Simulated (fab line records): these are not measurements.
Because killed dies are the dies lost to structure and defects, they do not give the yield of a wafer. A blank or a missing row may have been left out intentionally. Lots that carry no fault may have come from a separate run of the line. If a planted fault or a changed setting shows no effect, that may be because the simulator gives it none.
fab line records	flow n5Finfet
[record] lots = 6	wafers = 18	lastDay = 19
route steps=1938 shown SD_EPI_P@309 PASSIVATION@1936
lots that met no fault: taken from a fault-free run of the same line
startH: hours from the record's first day to the start of the lot's first wafer shown	waitH: time in hours since the lot's previous step	" the same as in the row above	L1.1+2: a single row standing in for several wafers	- no value, or no start given	* or withheld: withheld	< > ~ a bound
route shown NAME@n: a module of which the file shows steps, and the number in the route of the first	usual: average and standard deviation across the fault-free wafers	same: alike in all rows	chamber/n: place in a boat	sites: the reading at each site	_std_site: the values' standard deviation	_edge_site: outer sites' mean less inner sites'	radiusMm: how far each site lies from the wafer's centre	mask NAME#n: copy n	behind: the tool/chamber that last shaped the wafer	hold: what put the lot on hold/how long, in hours/how the hold closed	device: the n, p or np transistor that did not switch	end of line: the tests these same wafers got at the end of their route	a step without rows: its recipe alone	killed: not the wafer's yield, but the dies lost to structure and defects at the first sort	map: the dies of a wafer, with x for killed, . for not killed, _ for no die there
set.NAME: the setting the step ran with; set.NAME@STEP: the setting that earlier step ran with	model.NAME: the simulator's own value behind a step, which no gauge read
a table for each step, a row for each wafer; lots at some steps of the route
services: from which hour (startH, from the record's first day; less than 0 if before it) a tool's chamber was out of use, for how many hours, and why
[[steps]]
[step N5_SD_EPI_P_STRIP_38]
[recipe] chemistry = N2/H2	tempC = 40	n2FlowSccm = 200	h2FlowSccm = 200	rfFrequencyHz = 6e+07
[step N5_SD_EPI_P_ETCHBACK_46]
[recipe] chemistry = CH3F/O2	mode = anisotropicEtchback	target = SiNx	targetDepthA = 175	stopOn = SiO2	overEtchFrac = 0.3	ionEnergyEv = 120	pressureMtorr = 30	sourceW = 395	biasW = 73	Ar_flow_sccm = 150	CH3F_flow_sccm = 30	O2_flow_sccm = 20
[usual] biasW = 73.00/0.2	drypumpMotorCurrentA = 5.4/0.45	oesProductAu = 0.64/0.041	rfVppV = 298.2/2.9	showerheadPlenumPTorr = 2.04/0.063	throttleValvePct = 16.38/0.2
lot.wafer	tool	chamber	startH	waitH	biasW	drypumpMotorCurrentA	oesProductAu	rfHoursCounterH	rfVppV	showerheadPlenumPTorr	throttleValvePct
L362.1	rieDiel-02	1	55.84	0.0	73.00	5.1	0.67	111	295.7	2.11	16.08
L362.4	"	3	"	"	72.79	5.5	0.74	45	299.9	2.12	16.03
L362.6	"	0	"	"	73.06	5.1	0.61	-	301.6	2.08	16.40
L368.1	rieDiel-02	3	92.11	0.0	72.48	5.5	0.72	56	300.0	2.11	16.05
L368.2	"	1	"	"	73.07	5.1	0.67	121	297.6	2.10	16.13
L368.5	"	1	"	"	72.77	5.0	0.67	-	296.0	2.10	16.12
L373.3	rieDiel-04	0	119.55	0.0	72.70	6.1	0.60	228	305.6	2.06	16.67
L373.4	"	2	"	"	73.19	5.5	0.63	172	297.9	1.99	16.42
L373.6	"	2	"	"	72.89	5.5	0.63	-	298.3	1.99	16.42
L380.1	rieDiel-04	2	162.38	0.0	73.16	5.5	0.62	184	297.6	1.99	16.46
L380.2	"	1	"	"	73.16	6.1	0.59	228	294.5	1.90	16.45
L380.6	"	1	"	"	72.95	6.1	0.59	-	294.8	1.90	16.46
L381.3	rieDiel-01	3	169.90	0.0	72.84	4.6	0.64	167	297.5	2.08	16.23
L381.4	"	0	"	"	73.35	5.5	0.65	142	297.4	2.08	16.13
L381.6	"	2	"	"	73.13	4.9	0.66	-	294.4	2.00	16.47
L385.2	rieDiel-04	3	193.85	0.0	73.14	5.7	0.65	142	296.1	2.00	16.22
L385.3	"	1	"	"	72.74	6.1	0.58	235	295.9	1.89	16.46
L385.5	"	2	"	"	73.43	5.5	0.62	-	298.8	1.98	16.46
[step N5_SD_EPI_P_ETCH_47]
[recipe] chemistry = CH3F/O2	target = SiOCN	targetDepthA = 250	maskMaterial = SOC	ionEnergyEv = 60	biasW = 29	pressureMtorr = 30	sourceW = 410	Ar_flow_sccm = 150	CH3F_flow_sccm = 30	O2_flow_sccm = 20
[usual] biasW = 29.00/0.088	drypumpMotorCurrentA = 5.4/0.45	oesProductAu = 0.75/0.051	rfVppV = 127.8/1.4	showerheadPlenumPTorr = 2.04/0.063	throttleValvePct = 16.35/0.2
lot.wafer	tool	chamber	startH	waitH	biasW	drypumpMotorCurrentA	oesProductAu	rfHoursCounterH	rfVppV	showerheadPlenumPTorr	throttleValvePct
L362.1	rieDiel-02	1	55.94	0.1	29.06	5.0	0.78	111	125.8	2.11	16.08
L362.4	"	3	"	"	29.05	5.5	0.87	45	128.9	2.12	16.00
L362.6	"	0	"	"	29.06	5.0	0.72	-	129.6	2.08	16.39
L368.1	rieDiel-02	3	92.21	0.1	28.95	5.5	0.85	56	128.3	2.11	16.03
L368.2	"	1	"	"	28.90	5.1	0.78	121	127.9	2.10	16.09
L368.5	"	1	"	"	28.98	5.0	0.78	-	125.9	2.10	16.08
L373.3	rieDiel-04	0	119.65	0.1	28.98	6.1	0.70	228	130.0	2.06	16.62
L373.4	"	2	"	"	29.01	5.5	0.73	172	128.3	1.99	16.39
L373.6	"	2	"	"	28.99	5.5	0.72	-	128.0	1.99	16.40
L380.1	rieDiel-04	2	162.48	0.1	29.12	5.5	0.72	184	128.0	1.99	16.41
L380.2	"	1	"	"	28.86	6.1	0.68	228	124.7	1.90	16.46
L380.6	"	1	"	"	28.92	6.1	0.69	-	125.8	1.90	16.43
L381.3	rieDiel-01	3	170.00	0.1	28.93	4.6	0.74	167	127.0	2.08	16.18
L381.4	"	0	"	"	28.97	5.5	0.76	142	128.6	2.08	16.09
L381.6	"	2	"	"	29.00	5.0	0.76	-	125.2	2.00	16.45
L385.2	rieDiel-04	3	193.95	0.1	28.91	5.7	0.76	142	127.4	2.00	16.20
L385.3	"	1	"	"	29.01	6.1	0.67	235	126.3	1.89	16.46
L385.5	"	2	"	"	28.84	5.5	0.71	-	128.3	1.98	16.45
[step N5_SD_EPI_P_ETCH_16]
[recipe] chemistry = CHF3/O2	target = SiO2	targetDepthA = 50	maskMaterial = SOC	pressureMtorr = 30	sourceW = 650	biasW = 170	Ar_flow_sccm = 200	CHF3_flow_sccm = 50	O2_flow_sccm = 5	ionEnergyEv = 200
[usual] biasW = 170.0/0.49	drypumpMotorCurrentA = 5.4/0.45	oesProductAu = 0.75/0.05	rfVppV = 525/5.1	showerheadPlenumPTorr = 2.46/0.073	throttleValvePct = 18.91/0.21
lot.wafer	tool	chamber	startH	waitH	biasW	drypumpMotorCurrentA	oesProductAu	rfHoursCounterH	rfVppV	showerheadPlenumPTorr	throttleValvePct
L362.1	rieDiel-02	1	56.04	0.1	170.5	5.0	0.79	111	521	2.53	18.62
L362.4	"	3	"	"	170.6	5.5	0.86	45	528	2.55	18.59
L362.6	"	0	"	"	169.9	5.0	0.72	-	530	2.50	18.97
L368.1	rieDiel-02	3	92.31	0.1	169.7	5.5	0.84	56	527	2.54	18.62
L368.2	"	1	"	"	170.3	5.1	0.78	121	521	2.53	18.64
L368.5	"	1	"	"	170.6	5.0	0.78	-	522	2.53	18.65
L373.3	rieDiel-04	0	119.75	0.1	170.6	6.1	0.71	228	536	2.48	19.20
L373.4	"	2	"	"	170.5	5.5	0.73	172	525	2.40	18.97
L373.6	"	2	"	"	170.1	5.5	0.73	-	527	2.40	18.98
L380.1	rieDiel-04	2	162.58	0.1	170.2	5.5	0.72	184	526	2.40	19.01
L380.2	"	1	"	"	169.8	6.1	0.68	228	519	2.29	18.97
L380.6	"	1	"	"	170.0	6.1	0.68	-	518	2.29	18.98
L381.3	rieDiel-01	3	170.10	0.1	170.7	4.6	0.74	167	525	2.50	18.77
L381.4	"	0	"	"	170.3	5.5	0.76	142	528	2.50	18.66
L381.6	"	2	"	"	169.6	5.0	0.76	-	517	2.41	19.00
L385.2	rieDiel-04	3	194.05	0.1	170.3	5.6	0.77	142	520	2.41	18.75
L385.3	"	1	"	"	170.1	6.1	0.68	235	519	2.29	19.00
L385.5	"	2	"	"	169.9	5.5	0.71	-	527	2.39	19.01
[step N5_SD_EPI_P_STRIP_50]
[recipe] chemistry = CHF3/O2	resist = SiARC	rfFrequencyHz = 6e+07
[step N5_SD_EPI_P_SD_RECESS_17]
[recipe] chemistry = HBr/Cl2/O2	targetDepthA = 391	btTimeS = 3	pressureMtorr = 10	icpW = 800	biasW = 112	HBr_flow_sccm = 150	Cl2_flow_sccm = 80	O2_flow_sccm = 12
[usual] biasW = 112.0/0.31	drypumpMotorCurrentA = 5.5/0.37	oesProductAu = 0.999/0.012	throttleValvePct = 36.93/0.21
lot.wafer	tool	chamber	startH	waitH	biasW	drypumpMotorCurrentA	oesProductAu	rfHoursCounterH	throttleValvePct
L362.1	rieSi-04	1	56.11	0.0	112.0	5.9	1.007	6	36.60
L362.4	"	3	"	"	112.2	5.7	0.991	19	37.10
L362.6	"	2	"	"	111.9	5.1	1.008	-	36.93
L368.1	rieSi-05	1	92.38	0.0	112.2	6.0	0.990	36	36.93
L368.2	"	0	"	"	112.0	6.0	1.001	8	36.61
L368.5	"	1	"	"	112.0	6.1	0.997	-	36.93
L373.3	rieSi-02	1	119.82	0.0	112.1	5.6	0.985	89	36.77
L373.4	"	3	"	"	112.1	5.1	0.997	55	37.26
L373.6	"	3	"	"	111.9	5.1	1.006	-	37.25
L380.1	rieSi-04	1	162.65	0.0	111.9	5.9	1.012	8	36.62
L380.2	"	2	"	"	111.8	5.1	1.002	8	36.93
L380.6	"	3	"	"	112.2	5.6	0.989	-	37.10
L381.3	rieSi-04	1	170.17	0.0	112.5	5.9	1.005	8	36.59
L381.4	"	0	"	"	111.6	4.9	0.988	68	36.86
L381.6	"	2	"	"	111.7	5.1	1.007	-	36.93
L385.2	rieSi-04	0	194.12	0.0	111.7	4.9	0.982	69	36.86
L385.3	"	2	"	"	112.4	5.1	1.006	9	36.91
L385.5	"	2	"	"	112.0	5.1	1.005	-	36.91
[step N5_SD_EPI_P_WET_ETCH_45]
[recipe] chemistry = dHF	dilution = withheld	timeS = 10.7	target = SiO2	targetDepthA = 20	tempC = 25	dry = ipaMarangoni	rinseTimeS = 30	rinseTempC = 23
[step N5_SD_EPI_P_STRIP_40]
[recipe] chemistry = N2/H2	powerW = 1000	tempC = 250	h2Frac = 0.65	overashFraction = 0.3	pressureMtorr = withheld	n2FlowSccm = 1750	h2FlowSccm = 3250
[usual] drypumpMotorCurrentA = 5.8/0.65	heaterPowerW = 330/54	oesProductAu = 0.762/0.011
lot.wafer	tool	chamber	startH	waitH	drypumpMotorCurrentA	heaterPowerW	oesProductAu	rfHoursCounterH
L362.1	plasmaAsher-01	1	56.25	0.0	4.7	348	0.771	30
L362.4	"	0	"	"	5.8	287	0.752	-
L362.6	"	0	"	"	5.7	289	0.780	-
L368.1	plasmaAsher-02	0	92.53	0.0	6.1	275	0.760	89
L368.2	"	1	"	"	6.5	408	0.767	89
L368.5	"	1	"	"	6.5	401	0.751	-
L373.3	plasmaAsher-01	1	119.99	0.0	4.7	347	0.764	-
L373.4	"	0	"	"	5.8	284	0.766	-
L373.6	"	0	"	"	5.8	285	0.763	-
L380.1	plasmaAsher-02	0	162.81	0.0	6.1	275	0.761	101
L380.2	"	1	"	"	6.5	412	0.762	101
L380.6	"	1	"	"	6.5	406	0.758	-
L381.3	plasmaAsher-01	0	170.34	0.0	5.8	288	0.738	-
L381.4	"	1	"	"	4.7	349	0.746	-
L381.6	"	0	"	"	5.8	285	0.774	-
L385.2	plasmaAsher-01	1	194.27	0.0	4.8	345	0.764	62
L385.3	"	0	"	"	5.8	281	0.778	-
L385.5	"	0	"	"	5.7	287	0.755	-
[step N5_SD_EPI_P_PRECLEAN_52]
[recipe] chemistry = O3/DIW	timeS = 60	tempC = 22	o3Ppm = 10
[step N5_SD_EPI_P_SRD_20]
[recipe] dry = ipaMarangoni	doPpb = 5	timeS = 30	tempC = 23	rinseLiquid = diw
[step N5_SD_EPI_P_PRECLEAN_51]
[recipe] chemistry = NF3:NH3	afsCycles = 1	tempC = 30	timeS = 20	sublimationTempC = 180	sublimationTimeS = 60	pressureTorr = 3	rfPowerW = 30
[step N5_SD_EPI_P_VAPOR_ETCH_44]
[recipe] chemistry = NF3/Ar	target = SiGe30	tempC = 25	timeS = 3.3	mode = isotropic
[step N5_SD_EPI_P_EPI_21]
[recipe] material = SiGe:B	dopant = B	tempC = 550	pressureTorr = 20	ambient = H2	timeS = 355
lot.wafer	tool	chamber	startH	waitH
L362.1+4+6	epiRpcvd-03	0	56.77	0.1
L368.1+2+5	epiRpcvd-04	0	93.16	0.2
L373.3+4+6	epiRpcvd-02	0	121.21	0.8
L380.1+2+6	epiRpcvd-03	0	163.33	0.1
L381.3+4+6	epiRpcvd-03	0	171.56	0.8
L385.2+3+5	epiRpcvd-04	0	195.38	0.6
[step N5_SD_EPI_P_EPI_MEAS_23]
[recipe] mode = xrd
[usual] thkNm = 60.9/1.3
lot.wafer	tool	chamber	startH	waitH	thkNm
L362.1	filmMetro-01	-	58.96	1.8	60.2
L362.4	"	-	"	"	60.9
L362.6	"	-	"	"	58.6
L368.1	filmMetro-01	-	96.08	2.4	62.0
L368.2	"	-	"	"	61.8
L368.5	"	-	"	"	61.3
L373.3	filmMetro-01	-	122.69	1.1	61.8
L373.4	"	-	"	"	59.6
L373.6	"	-	"	"	61.7
L380.1	filmMetro-01	-	165.52	1.8	52.2
L380.2	"	-	"	"	50.2
L380.6	"	-	"	"	51.8
L381.3	filmMetro-02	-	173.04	1.1	51.9
L381.4	"	-	"	"	50.6
L381.6	"	-	"	"	51.8
L385.2	filmMetro-02	-	197.84	2.0	58.8
L385.3	"	-	"	"	60.7
L385.5	"	-	"	"	59.3
[step N5_SD_EPI_P_HM_STRIP_48]
[recipe] chemistry = H3PO4	tempC = 160	material = SiNx	target = SiNx	targetDepthA = 30	overetchFraction = 0.3
[step N5_PASSIVATION_PROBE_49]
[usual] killed_at_M0_to_M3 = 36/11	killed_at_M4_up = 13/5.1	killedAtContacts = 14/4.9	killedAtFrontEnd = 41/10	killedAtOther = 3.4/2.6	killedDies = 107/16	killedOpen = 70/11	killedShort = 36/7.8
[same] grossDies = 1180	killedAtBackSide = 0
lot.wafer	tool	chamber	startH	waitH	killed_at_M0_to_M3	killed_at_M4_up	killedAtContacts	killedAtFrontEnd	killedAtOther	killedDies	killedOpen	killedShort
L362.1	prober-01	-	315.32	0.0	54	26	20	36	3	139	94	44
L362.4	prober-01	-	315.47	0.2	38	13	14	33	2	100	53	46
L362.6	prober-01	-	315.57	0.3	55	11	11	34	3	114	61	52
L368.1	prober-02	-	347.48	0.0	33	5	18	42	1	99	56	42
L368.2	prober-02	-	347.53	0.1	27	16	11	63	0	117	77	40
L368.5	prober-02	-	347.68	0.2	31	7	16	75	3	132	92	40
L373.3	prober-01	-	385.24	0.1	38	18	11	62	1	130	94	34
L373.4	prober-01	-	385.29	0.2	48	9	11	60	1	129	95	34
L373.6	prober-01	-	385.39	0.3	29	18	10	48	4	109	68	38
L381.3	prober-01	-	461.13	0.1	28	12	16	37	1	94	71	22
L381.4	prober-01	-	461.18	0.2	59	9	10	37	4	119	84	31
L381.6	prober-01	-	461.28	0.3	56	13	9	41	0	119	78	39
// killed by level:class
L362.1 BEOL_M3:geometricParticle:open=17 MOL_CONTACT_COAG:geometricParticle:open=16 BEOL_M4:geometricParticle:open=14 BEOL_M1:geometricParticle:open=9 BEOL_M2:geometricParticle:open=8 BEOL_M0_SAQP:geometricParticle:short=7 BEOL_M2:geometricParticle:short=6 STI_FIN_REVEAL:geometricParticle:open=5
L362.4 BEOL_M0_SAQP:geometricParticle:short=13 MOL_CONTACT_COAG:geometricParticle:open=12 FIN_SAQP:geometricParticle:short=9 BEOL_M0_SAQP:geometricParticle:open=7 BEOL_M2:geometricParticle:open=6 STARTING-WAFER:geometricParticle:short=6 FIN_SAQP:geometricParticle:open=4 BEOL_M1:geometricParticle:open=4
L362.6 BEOL_M0_SAQP:geometricParticle:short=19 BEOL_M0_SAQP:geometricParticle:open=12 FIN_SAQP:geometricParticle:short=11 MOL_CONTACT_COAG:geometricParticle:open=9 FIN_SAQP:geometricParticle:open=7 DUMMY_GATE:geometricParticle:open=7 BEOL_M2:geometricParticle:open=5 BEOL_M3:geometricParticle:short=5
L368.1 MOL_CONTACT_COAG:geometricParticle:open=13 STI_FIN_REVEAL:geometricParticle:open=11 FIN_SAQP:geometricParticle:short=8 BEOL_M0_SAQP:geometricParticle:short=8 BEOL_M2:geometricParticle:open=8 BEOL_M0_SAQP:geometricParticle:open=7 GATE_CUT:geometricParticle:short=5 MOL_CONTACT_COAG:geometricParticle:short=5
L368.2 STI_FIN_REVEAL:geometricParticle:open=17 FIN_SAQP:geometricParticle:open=11 MOL_CONTACT_COAG:geometricParticle:open=10 BEOL_M2:geometricParticle:open=10 BEOL_M0_SAQP:geometricParticle:short=7 BEOL_M4:geometricParticle:short=7 FIN_SAQP:geometricParticle:short=6 STI_FIN_REVEAL:geometricParticle:short=5
L368.5 STI_FIN_REVEAL:geometricParticle:open=32 MOL_CONTACT_COAG:geometricParticle:open=13 FIN_SAQP:geometricParticle:short=10 FIN_SAQP:geometricParticle:open=8 BEOL_M2:geometricParticle:open=8 BEOL_M0_SAQP:geometricParticle:open=7 STI_FIN_REVEAL:geometricParticle:short=5 BEOL_M0_SAQP:geometricParticle:short=5
L373.3 FIN_SAQP:geometricParticle:open=22 STI_FIN_REVEAL:geometricParticle:open=13 BEOL_M0_SAQP:geometricParticle:open=11 BEOL_M0_SAQP:geometricParticle:short=10 BEOL_M4:geometricParticle:open=9 MOL_CONTACT_COAG:geometricParticle:open=8 BEOL_M3:geometricParticle:open=7 FIN_SAQP:geometricParticle:short=6
L373.4 STI_FIN_REVEAL:geometricParticle:open=28 BEOL_M0_SAQP:geometricParticle:short=13 BEOL_M0_SAQP:geometricParticle:open=11 FIN_SAQP:geometricParticle:open=10 MOL_CONTACT_COAG:geometricParticle:open=10 BEOL_M2:geometricParticle:open=10 BEOL_M3:geometricParticle:open=6 GATE_CUT:geometricParticle:open=5
L373.6 FIN_SAQP:geometricParticle:open=11 STI_FIN_REVEAL:geometricParticle:open=11 BEOL_M2:geometricParticle:open=8 BEOL_M4:geometricParticle:open=7 MOL_CONTACT_COAG:geometricParticle:open=6 GATE_CUT:geometricParticle:short=5 BEOL_M1:geometricParticle:open=5 STARTING-WAFER:geometricParticle:short=5
L381.3 MOL_CONTACT_COAG:geometricParticle:open=14 DUMMY_GATE:geometricParticle:open=10 BEOL_M3:geometricParticle:open=7 FIN_SAQP:geometricParticle:open=6 STI_FIN_REVEAL:geometricParticle:open=5 BEOL_M0_SAQP:geometricParticle:open=5 BEOL_M2:geometricParticle:open=5 FIN_SAQP:geometricParticle:short=4
L381.4 BEOL_M0_SAQP:geometricParticle:open=16 BEOL_M3:geometricParticle:open=15 BEOL_M1:geometricParticle:open=10 FIN_SAQP:geometricParticle:open=8 BEOL_M0_SAQP:geometricParticle:short=8 STI_FIN_REVEAL:geometricParticle:open=7 MOL_CONTACT_COAG:geometricParticle:short=5 MOL_CONTACT_COAG:geometricParticle:open=5
L381.6 BEOL_M0_SAQP:geometricParticle:open=13 BEOL_M0_SAQP:geometricParticle:short=9 BEOL_M1:geometricParticle:open=9 MOL_CONTACT_COAG:geometricParticle:open=8 BEOL_M3:geometricParticle:short=8 STI_FIN_REVEAL:geometricParticle:open=7 BEOL_M3:geometricParticle:open=7 STARTING-WAFER:geometricParticle:open=6
[[services]]
tool	chamber	startH	hours	kind
plasmaAsher-02	-	35.85	2.8	pm
rieDiel-04	3	40.64	4.0	repair
rieSi-04	-	41.45	0.4	repair
rieSi-02	1	41.62	14.8	repair
epiRpcvd-04	-	57.26	18.9	pm
rieSi-04	3	58.45	3.3	repair
plasmaAsher-02	-	60.41	7.1	repair
rieDiel-04	3	87.56	2.5	repair
rieDiel-02	0	100.91	6.0	repair
epiRpcvd-04	-	103.77	0.4	repair
rieSi-04	2	107.10	1.5	repair
epiRpcvd-03	-	118.02	6.0	pm
rieDiel-02	2	137.47	6.3	repair
epiRpcvd-02	-	151.23	1.2	repair
rieDiel-02	3	164.68	12.2	repair
rieDiel-04	1	180.16	11.0	repair
rieDiel-04	0	191.20	-	clean
rieDiel-04	0	191.20	-	consumableReplace:focusRing
rieDiel-04	0	191.20	20.1	scheduledDown
rieDiel-04	0	191.20	20.1	ventCycle
rieDiel-02	-	195.75	0.3	repair
[[key]]
[firstSign] step = N5_SD_EPI_P_EPI_MEAS_23	reading = thkNm	direction = down	sigmas = 7.4	usual = *	struck = *
effect none on later readings
metAt N5_SD_EPI_P_EPI_21
struckWafers L380.1,L380.2,L380.6,L381.3,L381.4,L381.6
testerLeftOut L380,L381
onsetBetween 56.77 163.33
[fault] kind = siteProfileDrift	tool = epiRpcvd-03	chamber = -	onsetH = 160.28	steps = N5_SD_EPI_P_EPI_21	basis = fraction	maxAbsDrift = 0.31744	slopeSharePerHr = 70.543	sitePattern = 0,0,0,0,0,-1,-1,-1,-1
// testerLeftOut: of these lots the tester's yield and bins aren't shown, on N5 and GAA mostly nor the transistor test; their killed dies are dies lost to structure and defects alone, not to doping, threshold or leakage, so they don't give the yield
